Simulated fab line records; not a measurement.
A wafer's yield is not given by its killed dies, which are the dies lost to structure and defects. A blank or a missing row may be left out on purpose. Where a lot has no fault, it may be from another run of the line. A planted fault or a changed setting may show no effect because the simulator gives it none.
fab line records | flow n5Finfet
record lots=7 | wafers=39
route steps=1938 shown BEOL_M11@1578 MIM_BOT@1833 PASSIVATION@1930
startH: hours from the record's opening day to when the first of the lot's shown wafers began | waitH: hours since the lot's step before | " the same as in the row above | L1.1+2: a row that stands for several wafers | - no value, or no start given | * or withheld: withheld | < > ~ a bound
route shown NAME@n: a module of which the file shows steps, and the number in the route of the first | usual: the fault-free wafers' mean and standard deviation | same: alike in all rows | chamber/n: place in a boat | sites: readings site by site | _std_site: their standard deviation | _edge_site: inner sites' mean taken away from outer sites' mean | radiusMm: for every site, how far away it sits from the centre of the wafer | mask NAME#n: copy n | behind: the tool/chamber that last shaped the wafer | hold: why the lot went on hold/how many hours it stayed there/how the hold came to an end | device: the transistor (n, p or np) that didn't switch | end of line: the route-end tests of the same wafers | where a step has no rows: the recipe by itself | killed: dies lost to structure and defects at the first sort, not the wafer's yield | map: the dies of a wafer, with x for killed, . for not killed, _ for no die there
set.NAME: the setting as run; set.NAME@STEP: as run at that earlier step | model.NAME: the simulator's own value behind a step, which no gauge read
one table per step and one row per wafer, for lots whose settings were changed on purpose
## steps
# step N5_BEOL_M11_TRENCH_ETCH_37
# recipe chemistry=C4F6/O2 | targetDepthA=1488.3 | target=SiCOH_lowk | timeS=48 | ionEnergyEv=250 | pressureMtorr=30 | sourceW=345 | biasW=185 | Ar_flow_sccm=300 | C4F6_flow_sccm=10 | O2_flow_sccm=10
lot.wafer | tool       | chamber | startH | waitH | set.timeS | model.BEOL_M11.featureDepthNm | model.etch.depthNm | model.TiN_of_BEOL_M11_HM_DEP_02.thkNm
L077.1    | rieDiel-02 | 1       | -      | -     | 48        | 149.4                         | 149.3              | 16.4
L077.2    | "          | 3       | "      | "     | 66.74     | 210                           | 210                | 14.8
L077.3    | "          | 2       | "      | "     | 66.74     | 211.8                         | 211.7              | 14.6
L077.4    | "          | 0       | "      | "     | 66.74     | 202.8                         | 202.9              | 14.6
L077.5    | "          | 3       | "      | "     | 48        | 150                           | 150                | 16.2
L077.6    | "          | 0       | "      | "     | 48        | 146.2                         | 146.3              | 16.6
L079.1    | rieDiel-02 | 3       | -      | -     | 48        | 150.4                         | 150.4              | 15.6
L079.2    | "          | 2       | "      | "     | 66.84     | 212                           | 212                | 14.4
L079.3    | "          | 0       | "      | "     | 66.84     | 203.6                         | 203.5              | 14.4
L079.4    | "          | 1       | "      | "     | 66.84     | 208.2                         | 208.2              | 14.4
L079.5    | "          | 2       | "      | "     | 48        | 151.8                         | 151.9              | 15.8
L079.6    | "          | 3       | "      | "     | 48        | 149.2                         | 149.2              | 16
L081.3    | rieDiel-02 | 3       | -      | -     | 48        | 152                           | 152                | 16
L081.4    | "          | 0       | "      | "     | 48        | 147.4                         | 147.5              | 16
L081.5    | "          | 3       | "      | "     | 48        | 151.8                         | 151.9              | 16
L086.1    | rieDiel-02 | 1       | -      | -     | 74.18     | 230.8                         | 230.8              | 13.2
L086.2    | "          | 0       | "      | "     | 74.18     | 229.6                         | 229.6              | 13.4
L086.3    | "          | 2       | "      | "     | 74.18     | 238.2                         | 238.1              | 13
L086.4    | "          | 3       | "      | "     | 48        | 151                           | 151                | 15.6
L086.5    | "          | 0       | "      | "     | 48        | 148                           | 148                | 15.8
L086.6    | "          | 1       | "      | "     | 48        | 150.8                         | 150.8              | 15.4
L087.1    | rieDiel-04 | 1       | -      | -     | 48        | 145.4                         | 145.4              | 16.4
L087.2    | "          | 2       | "      | "     | 48        | 149.2                         | 149.2              | 16
L087.3    | "          | 0       | "      | "     | 55.94     | 169.8                         | 169.8              | 15.6
L087.4    | "          | 1       | "      | "     | 55.94     | 169.8                         | 169.8              | 15.4
L087.5    | "          | 2       | "      | "     | 55.94     | 172.6                         | 172.7              | 15.4
L087.6    | "          | 0       | "      | "     | 48        | 145.6                         | 145.6              | 16.2
L088.1    | rieDiel-04 | 2       | -      | -     | 70.71     | 220.6                         | 220.6              | 13.8
L088.2    | "          | 1       | "      | "     | 70.71     | 215.6                         | 215.7              | 14
L088.3    | "          | 3       | "      | "     | 48        | 151.2                         | 151.2              | 15.8
L088.4    | "          | 3       | "      | "     | 70.71     | 222.6                         | 222.6              | 13.8
L088.5    | "          | 1       | "      | "     | 48        | 146.8                         | 146.7              | 16
L088.6    | "          | 2       | "      | "     | 48        | 148.2                         | 148.3              | 15.8
L095.1    | rieDiel-02 | 0       | -      | -     | 25.73     | 78.8                          | 78.84              | 18
L095.2    | "          | 1       | "      | "     | 25.73     | 80.2                          | 80.23              | 17.8
L095.3    | "          | 2       | "      | "     | 48        | 153.6                         | 153.6              | 15.6
L095.4    | "          | 3       | "      | "     | 48        | 150.6                         | 150.6              | 16
L095.5    | "          | 1       | "      | "     | 48        | 150.2                         | 150.2              | 16
L095.6    | "          | 0       | "      | "     | 25.73     | 79.2                          | 79.16              | 18
# step N5_BEOL_M11_ETCH_41
# recipe chemistry=CH3F/O2 | target=SiCN | targetDepthA=426 | taperDeg=2 | timeS=86 | ionEnergyEv=120 | maskMaterial=TiN | pressureMtorr=30 | sourceW=395 | biasW=75 | Ar_flow_sccm=150 | CH3F_flow_sccm=30 | O2_flow_sccm=20
# step N5_BEOL_M11_STRIP_77
# recipe chemistry=N2/H2 | timeS=10 | powerW=450 | tempC=40 | pressureMtorr=20 | rfFrequencyHz=6e+07 | biasPowerW=7 | n2FlowSccm=200 | h2FlowSccm=200
# step N5_BEOL_M11_OCD_MEAS_38
# usual trenchDepthNm=148.8/2.5
lot.wafer | tool   | chamber | startH | waitH | set.timeS@BEOL_M11_TRENCH_ETCH_37 | trenchDepthNm
L077.1    | ocd-01 | -       | 247.01 | -     | 48                                | 149.2
L077.2    | "      | -       | "      | "     | 66.74                             | 210.3
L077.3    | "      | -       | "      | "     | 66.74                             | 212.1
L077.4    | "      | -       | "      | "     | 66.74                             | 203.0
L077.5    | "      | -       | "      | "     | 48                                | 149.8
L077.6    | "      | -       | "      | "     | 48                                | 146.5
L079.1    | ocd-01 | -       | 253.60 | -     | 48                                | 150.4
L079.2    | "      | -       | "      | "     | 66.84                             | 211.5
L079.3    | "      | -       | "      | "     | 66.84                             | 203.7
L079.4    | "      | -       | "      | "     | 66.84                             | 208.1
L079.5    | "      | -       | "      | "     | 48                                | 152.1
L079.6    | "      | -       | "      | "     | 48                                | 149.2
L081.3    | ocd-01 | -       | 268.16 | -     | 48                                | 151.8
L081.4    | "      | -       | "      | "     | 48                                | 147.5
L081.5    | "      | -       | "      | "     | 48                                | 152.2
L086.1    | ocd-01 | -       | 300.12 | -     | 74.18                             | 231.0
L086.2    | "      | -       | "      | "     | 74.18                             | -
L086.3    | "      | -       | "      | "     | 74.18                             | 238.1
L086.4    | "      | -       | "      | "     | 48                                | -
L086.5    | "      | -       | "      | "     | 48                                | -
L086.6    | "      | -       | "      | "     | 48                                | 150.6
L087.1    | ocd-01 | -       | 305.61 | -     | 48                                | 145.0
L087.2    | "      | -       | "      | "     | 48                                | 149.1
L087.3    | "      | -       | "      | "     | 55.94                             | 170.2
L087.4    | "      | -       | "      | "     | 55.94                             | 169.9
L087.5    | "      | -       | "      | "     | 55.94                             | 173.0
L087.6    | "      | -       | "      | "     | 48                                | 145.5
L088.1    | ocd-01 | -       | 321.83 | -     | 70.71                             | 220.6
L088.2    | "      | -       | "      | "     | 70.71                             | 215.2
L088.3    | "      | -       | "      | "     | 48                                | 151.0
L088.4    | "      | -       | "      | "     | 70.71                             | 222.4
L088.5    | "      | -       | "      | "     | 48                                | 147.0
L088.6    | "      | -       | "      | "     | 48                                | 148.3
L095.1    | ocd-01 | -       | 348.67 | -     | 25.73                             | 79.0
L095.2    | "      | -       | "      | "     | 25.73                             | 80.0
L095.3    | "      | -       | "      | "     | 48                                | 153.4
L095.4    | "      | -       | "      | "     | 48                                | 150.6
L095.5    | "      | -       | "      | "     | 48                                | 150.5
L095.6    | "      | -       | "      | "     | 25.73                             | 79.6
# step N5_BEOL_M11_HM_STRIP_39
# recipe chemistry=peroxideTinStrip | material=TiN | targetDepthA=250 | tempC=50 | timeS=158
# step N5_BEOL_M11_SRD_40
# recipe timeS=30 | tempC=23 | rinseLiquid=diw | dry=ipaMarangoni
# step N5_BEOL_M11_ECD_50
# recipe material=Cu | targetThkA=3180
# step N5_BEOL_M11_ANNEAL_51
# recipe tempC=225 | timeS=90 | ambient=N2
# step N5_BEOL_M11_CMP_52
# recipe stopOn=SiCOH_lowk | tOverpolishS=7 | downForcePsi=1 | platenRpm=50 | clearingPlatenDownForcePsi=1.5 | clearingPlatenRpm=50 | postCmpClean=cuAlkaline | targetThkNm=140 | clearingPlatenPadVelocityMS=0.99484 | padVelocityMS=0.99484
lot.wafer | tool   | chamber | startH | waitH | set.timeS@BEOL_M11_TRENCH_ETCH_37 | model.Cu_of_BEOL_M11_ECD_50.thkNm
L077.2    | cmp-02 | 1       | 249.74 | 0.2   | 66.74                             | 202.8
L077.1    | "      | 2       | "      | "     | 48                                | 141.4
L077.3    | "      | 3       | "      | "     | 66.74                             | 203.8
L077.4    | "      | 0       | "      | "     | 66.74                             | 193.4
L077.5    | "      | 1       | "      | "     | 48                                | 142.6
L077.6    | "      | 2       | "      | "     | 48                                | 139.6
L079.2    | cmp-01 | 3       | 256.44 | 0.2   | 66.84                             | 204
L079.1    | "      | 0       | "      | "     | 48                                | 142
L079.3    | "      | 1       | "      | "     | 66.84                             | 193.6
L079.4    | "      | 2       | "      | "     | 66.84                             | 200
L079.6    | "      | 3       | "      | "     | 48                                | 140.4
L079.5    | "      | 0       | "      | "     | 48                                | 144.2
L081.3    | cmp-02 | 0       | 270.79 | 0.2   | 48                                | 143.6
L081.4    | "      | 1       | "      | "     | 48                                | 139
L081.5    | "      | 0       | "      | "     | 48                                | 142.4
L086.2    | cmp-02 | 2       | 303.14 | 0.2   | 74.18                             | 220.6
L086.1    | "      | 3       | "      | "     | 74.18                             | 221.6
L086.4    | "      | 0       | "      | "     | 48                                | 143
L086.3    | "      | 1       | "      | "     | 74.18                             | 228.8
L086.5    | "      | 2       | "      | "     | 48                                | 139.4
L086.6    | "      | 3       | "      | "     | 48                                | 142.2
L087.3    | cmp-01 | 2       | 307.80 | 0.2   | 55.94                             | 160.6
L087.2    | "      | 3       | "      | "     | 48                                | 140
L087.1    | "      | 0       | "      | "     | 48                                | 136
L087.4    | "      | 1       | "      | "     | 55.94                             | 160
L087.6    | "      | 2       | "      | "     | 48                                | 135.8
L087.5    | "      | 3       | "      | "     | 55.94                             | 163.6
L088.2    | cmp-02 | 0       | 325.12 | 0.2   | 70.71                             | 208.2
L088.3    | "      | 1       | "      | "     | 48                                | 145
L088.4    | "      | 2       | "      | "     | 70.71                             | 215.2
L088.1    | "      | 3       | "      | "     | 70.71                             | 211.4
L088.6    | "      | 0       | "      | "     | 48                                | 140
L088.5    | "      | 1       | "      | "     | 48                                | 139.6
L095.4    | cmp-01 | 3       | 350.38 | 0.1   | 48                                | 141.6
L095.1+6  | "      | 0       | "      | "     | 25.73                             | 70.4
L095.2    | "      | 1       | "      | "     | 25.73                             | 70.2
L095.3    | "      | 2       | "      | "     | 48                                | 143.8
L095.5    | "      | 3       | "      | "     | 48                                | 140.6
# step N5_BEOL_M11_THK_MEAS_53
# recipe thkMeasGauge=xrf | reads=Cu_of_BEOL_M11_ECD_50
# usual M11_THK=139.0/3
lot.wafer | tool         | chamber | startH | waitH | set.timeS@BEOL_M11_TRENCH_ETCH_37 | M11_THK[nm]
L077.1    | filmMetro-01 | -       | 250.04 | -     | 48                                | 140.4
L077.2    | "            | -       | "      | "     | 66.74                             | 202.4
L077.3    | "            | -       | "      | "     | 66.74                             | 203.8
L077.4    | "            | -       | "      | "     | 66.74                             | 192.7
L077.5    | "            | -       | "      | "     | 48                                | 141.6
L077.6    | "            | -       | "      | "     | 48                                | 139.0
L079.1    | filmMetro-02 | -       | 256.73 | -     | 48                                | 140.6
L079.2    | "            | -       | "      | "     | 66.84                             | 202.7
L079.3    | "            | -       | "      | "     | 66.84                             | 192.3
L079.4    | "            | -       | "      | "     | 66.84                             | 199.0
L079.5    | "            | -       | "      | "     | 48                                | 142.7
L079.6    | "            | -       | "      | "     | 48                                | 139.7
L081.3    | filmMetro-01 | -       | 271.05 | -     | 48                                | 143.4
L081.4    | "            | -       | "      | "     | 48                                | 138.9
L081.5    | "            | -       | "      | "     | 48                                | 141.4
L086.1    | filmMetro-02 | -       | 303.44 | -     | 74.18                             | 219.5
L086.2    | "            | -       | "      | "     | 74.18                             | -
L086.3    | "            | -       | "      | "     | 74.18                             | 226.2
L086.4    | "            | -       | "      | "     | 48                                | -
L086.5    | "            | -       | "      | "     | 48                                | -
L086.6    | "            | -       | "      | "     | 48                                | 141.1
L087.1    | filmMetro-01 | -       | 308.09 | -     | 48                                | 135.1
L087.2    | "            | -       | "      | "     | 48                                | 138.8
L087.3    | "            | -       | "      | "     | 55.94                             | 159.7
L087.4    | "            | -       | "      | "     | 55.94                             | 158.0
L087.5    | "            | -       | "      | "     | 55.94                             | 162.2
L087.6    | "            | -       | "      | "     | 48                                | 135.0
L088.1    | filmMetro-02 | -       | 325.41 | -     | 70.71                             | 209.9
L088.2    | "            | -       | "      | "     | 70.71                             | 205.5
L088.3    | "            | -       | "      | "     | 48                                | 143.5
L088.4    | "            | -       | "      | "     | 70.71                             | 213.7
L088.5    | "            | -       | "      | "     | 48                                | 138.4
L088.6    | "            | -       | "      | "     | 48                                | 139.2
L095.1    | filmMetro-01 | -       | 350.68 | -     | 25.73                             | 69.3
L095.2    | "            | -       | "      | "     | 25.73                             | 69.3
L095.3    | "            | -       | "      | "     | 48                                | 141.2
L095.4    | "            | -       | "      | "     | 48                                | 139.6
L095.5    | "            | -       | "      | "     | 48                                | 138.9
L095.6    | "            | -       | "      | "     | 25.73                             | 69.5
# step N5_BEOL_M11_PRE_CLEAN_55
# recipe gas=NH3 | timeS=15 | tempC=withheld | rfPowerW=300
# step N5_BEOL_M11_DEP_56
# recipe material=SiCN | targetThkA=300 | tempC=withheld | precursor=3MS/NH3 | pressureTorr=3 | rfW=675 | timeS=10.5
# step N5_BEOL_M11_RS_MEAS_57
# recipe thkMeasGauge=four-point-probe | reads=Cu_of_BEOL_M11_ECD_50+Co_of_BEOL_M11_CVD_75+TaN_of_BEOL_M11_ALD_74
# usual M11_RS=0.151/0.0033
lot.wafer | tool         | chamber | startH | waitH | set.timeS@BEOL_M11_TRENCH_ETCH_37 | M11_RS[ohm/sq]
L077.1    | filmMetro-02 | -       | 250.19 | 0.0   | 48                                | 0.149
L077.2    | "            | -       | "      | "     | 66.74                             | 0.101
L077.3    | "            | -       | "      | "     | 66.74                             | 0.100
L077.4    | "            | -       | "      | "     | 66.74                             | 0.106
L077.5    | "            | -       | "      | "     | 48                                | 0.148
L077.6    | "            | -       | "      | "     | 48                                | 0.151
L079.1    | filmMetro-02 | -       | 256.86 | 0.0   | 48                                | 0.148
L079.2    | "            | -       | "      | "     | 66.84                             | 0.100
L079.3    | "            | -       | "      | "     | 66.84                             | 0.106
L079.4    | "            | -       | "      | "     | 66.84                             | 0.102
L079.5    | "            | -       | "      | "     | 48                                | 0.146
L079.6    | "            | -       | "      | "     | 48                                | 0.150
L081.3    | filmMetro-02 | -       | 271.17 | 0.0   | 48                                | 0.147
L081.4    | "            | -       | "      | "     | 48                                | 0.152
L081.5    | "            | -       | "      | "     | 48                                | 0.148
L086.1    | filmMetro-01 | -       | 303.56 | 0.0   | 74.18                             | 0.092
L086.2    | "            | -       | "      | "     | 74.18                             | -
L086.3    | "            | -       | "      | "     | 74.18                             | 0.089
L086.4    | "            | -       | "      | "     | 48                                | -
L086.5    | "            | -       | "      | "     | 48                                | -
L086.6    | "            | -       | "      | "     | 48                                | 0.148
L087.1    | filmMetro-01 | -       | 308.24 | 0.1   | 48                                | 0.156
L087.2    | "            | -       | "      | "     | 48                                | 0.151
L087.3    | "            | -       | "      | "     | 55.94                             | 0.130
L087.4    | "            | -       | "      | "     | 55.94                             | 0.130
L087.5    | "            | -       | "      | "     | 55.94                             | 0.127
L087.6    | "            | -       | "      | "     | 48                                | 0.156
L088.1    | filmMetro-01 | -       | 325.54 | 0.0   | 70.71                             | 0.096
L088.2    | "            | -       | "      | "     | 70.71                             | 0.098
L088.3    | "            | -       | "      | "     | 48                                | 0.145
L088.4    | "            | -       | "      | "     | 70.71                             | 0.095
L088.5    | "            | -       | "      | "     | 48                                | 0.152
L088.6    | "            | -       | "      | "     | 48                                | 0.151
L095.1    | filmMetro-02 | -       | 350.80 | 0.0   | 25.73                             | 0.333
L095.2    | "            | -       | "      | "     | 25.73                             | 0.333
L095.3    | "            | -       | "      | "     | 48                                | 0.147
L095.4    | "            | -       | "      | "     | 48                                | 0.149
L095.5    | "            | -       | "      | "     | 48                                | 0.151
L095.6    | "            | -       | "      | "     | 25.73                             | 0.332
# step N5_MIM_BOT_SPUTTER_00
# recipe material=TiN | targetThkA=350 | tempC=200 | powerW=3000 | chamberPressurePa=0.49996 | gas=Ar | reactivePartialPa=0.37997 | timeS=89.7
lot.wafer  | tool          | chamber | startH | waitH | set.timeS | model.TiN_of_MIM_BOT_SPUTTER_00.thkNm
L077.1     | pvdSputter-02 | -       | 282.19 | 0.0   | 129.8     | 50.4
L077.2     | "             | -       | "      | "     | 129.8     | 50.6
L077.3+5   | "             | -       | "      | "     | 89.7      | 35.2
L077.4     | "             | -       | "      | "     | 129.8     | 50.8
L077.6     | "             | -       | "      | "     | 89.7      | 34.8
L079.1+5   | pvdSputter-02 | -       | 292.94 | 0.0   | 89.7      | 35.6
L079.2     | "             | -       | "      | "     | 89.7      | 35.4
L079.3+4   | "             | -       | "      | "     | 121.9     | 48.2
L079.6     | "             | -       | "      | "     | 121.9     | 48
L081.3+4+5 | pvdSputter-01 | -       | 294.41 | 0.0   | 89.7      | 35
L086.1+4   | pvdSputter-01 | -       | 330.45 | 0.0   | 89.7      | 35
L086.2     | "             | -       | "      | "     | 89.7      | 35.4
L086.3     | "             | -       | "      | "     | 69.22     | 27.2
L086.5     | "             | -       | "      | "     | 69.22     | 26.8
L086.6     | "             | -       | "      | "     | 69.22     | 27
L087.1+4   | pvdSputter-03 | -       | 337.96 | 0.0   | 131.7     | 50.8
L087.2+6   | "             | -       | "      | "     | 89.7      | 34.4
L087.3     | "             | -       | "      | "     | 131.7     | 51
L087.5     | "             | -       | "      | "     | 89.7      | 34.8
L088.1     | pvdSputter-02 | -       | 349.73 | 0.0   | 131.9     | 51.2
L088.2     | "             | -       | "      | "     | 89.7      | 34.8
L088.3+6   | "             | -       | "      | "     | 89.7      | 35
L088.4     | "             | -       | "      | "     | 131.9     | 51.8
L088.5     | "             | -       | "      | "     | 131.9     | 51
L095.1     | pvdSputter-03 | -       | 376.15 | 0.0   | 89.7      | 35.4
L095.2     | "             | -       | "      | "     | 133.7     | 52
L095.3+6   | "             | -       | "      | "     | 89.7      | 35.2
L095.4     | "             | -       | "      | "     | 133.7     | 52.4
L095.5     | "             | -       | "      | "     | 133.7     | 52.2
# step N5_PASSIVATION_ETCH_54
# recipe chemistry=CHF3/O2 | target=SiO2 | targetDepthA=8800 | CHF3_flow_sccm=50 | O2_flow_sccm=5 | Ar_flow_sccm=200 | timeS=440 | maskMaterial=PR | pressureMtorr=30 | sourceW=650 | biasW=170 | ionEnergyEv=200
lot.wafer | tool       | chamber | startH | waitH | set.targetDepthA | model.PASSIVATION.featureDepthNm | model.etch.depthNm
L077.1    | rieDiel-06 | 0       | 294.20 | 0.1   | 8800             | 869.8                            | 869.9
L077.2    | "          | 3       | "      | "     | 6188             | 617.8                            | 617.8
L077.3    | "          | 1       | "      | "     | 8800             | 867.4                            | 867.3
L077.4    | "          | 2       | "      | "     | 8800             | 854.8                            | 854.7
L077.5    | "          | 2       | "      | "     | 6188             | 601.8                            | 601.7
L077.6    | "          | 3       | "      | "     | 6188             | 615                              | 615.1
L079.1    | rieDiel-05 | 1       | 301.46 | 0.1   | 8800             | 888.8                            | 888.7
L079.2    | "          | 2       | "      | "     | 8800             | 897                              | 896.9
L079.3    | "          | 3       | "      | "     | 8800             | 894.4                            | 894.3
L079.4    | "          | 0       | "      | "     | 4321             | 434.8                            | 434.9
L079.5    | "          | 0       | "      | "     | 4321             | 433                              | 433
L079.6    | "          | 3       | "      | "     | 4321             | 438.6                            | 438.6
L081.3    | rieDiel-01 | 1       | 303.37 | 0.1   | 8800             | 897                              | 896.9
L081.4    | "          | 3       | "      | "     | 8800             | 880.4                            | 880.3
L081.5    | "          | 3       | "      | "     | 8800             | 892.2                            | 892.2
L086.1    | rieDiel-06 | 1       | 344.66 | 0.1   | 8800             | 870.2                            | 870.3
L086.2    | "          | 0       | "      | "     | 8800             | 886.4                            | 886.3
L086.3    | "          | 3       | "      | "     | 5546             | 555.2                            | 555.2
L086.4    | "          | 3       | "      | "     | 5546             | 555                              | 555
L086.5    | "          | 0       | "      | "     | 5546             | 554                              | 554.1
L086.6    | "          | 1       | "      | "     | 8800             | 874.8                            | 874.7
L087.1    | rieDiel-05 | 2       | 347.62 | 0.1   | 8800             | 904                              | 904
L087.2    | "          | 0       | "      | "     | 8800             | 888.4                            | 888.4
L087.3    | "          | 1       | "      | "     | 8800             | 899.8                            | 899.8
L087.4    | "          | 3       | "      | "     | 8800             | 895.8                            | 895.8
L087.5    | "          | 1       | "      | "     | 8800             | 891.6                            | 891.6
L087.6    | "          | 0       | "      | "     | 8800             | 886.8                            | 886.7
L088.1    | rieDiel-06 | 3       | 362.06 | 0.1   | 8800             | 880.4                            | 880.4
L088.2    | "          | 1       | "      | "     | 8800             | 863.2                            | 863.2
L088.3    | "          | 0       | "      | "     | 8800             | 878                              | 878
L088.4    | "          | 2       | "      | "     | 8800             | 877.6                            | 877.6
L088.5    | "          | 3       | "      | "     | 8800             | 873.4                            | 873.3
L088.6    | "          | 0       | "      | "     | 8800             | 875                              | 875
L095.1    | rieDiel-05 | 0       | 387.26 | 0.1   | 8800             | 874.2                            | 874.2
L095.2    | "          | 1       | "      | "     | 8800             | 885                              | 885
L095.3    | "          | 3       | "      | "     | 6487             | 653.8                            | 653.8
L095.4    | "          | 2       | "      | "     | 8800             | 885.6                            | 885.5
L095.5    | "          | 0       | "      | "     | 6487             | 643.6                            | 643.6
L095.6    | "          | 1       | "      | "     | 6487             | 651                              | 651
## key
split step=N5_BEOL_M11_TRENCH_ETCH_37 | setting=timeS | stated=48 | by=wafer
response step=N5_BEOL_M11_TRENCH_ETCH_37 | reading=model.BEOL_M11.featureDepthNm | change=+1.51 | per=1% | r=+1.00
response step=N5_BEOL_M11_TRENCH_ETCH_37 | reading=model.etch.depthNm | change=+1.51 | per=1% | r=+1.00
response step=N5_BEOL_M11_TRENCH_ETCH_37 | reading=model.TiN_of_BEOL_M11_HM_DEP_02.thkNm | change=-0.0426 | per=1% | r=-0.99
response step=N5_BEOL_M11_OCD_MEAS_38 | reading=trenchDepthNm | change=+1.51 | per=1% | r=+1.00
response step=N5_BEOL_M11_CMP_52 | reading=model.Cu_of_BEOL_M11_ECD_50.thkNm | change=+1.5 | per=1% | r=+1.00
response step=N5_BEOL_M11_THK_MEAS_53 | reading=M11_THK | change=+1.49 | per=1% | r=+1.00
response step=N5_BEOL_M11_RS_MEAS_57 | reading=M11_RS | shape=bent | atLowest=0.332 | atStated=0.150 | atHighest=0.090
split step=N5_MIM_BOT_SPUTTER_00 | setting=timeS | stated=89.7 | by=wafer
response step=N5_MIM_BOT_SPUTTER_00 | reading=model.TiN_of_MIM_BOT_SPUTTER_00.thkNm | change=+0.348 | per=1% | r=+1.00
split step=N5_PASSIVATION_ETCH_54 | setting=targetDepthA | stated=8800 | by=wafer
response step=N5_PASSIVATION_ETCH_54 | reading=model.PASSIVATION.featureDepthNm | change=+8.83 | per=1% | r=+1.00
response step=N5_PASSIVATION_ETCH_54 | reading=model.etch.depthNm | change=+8.83 | per=1% | r=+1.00
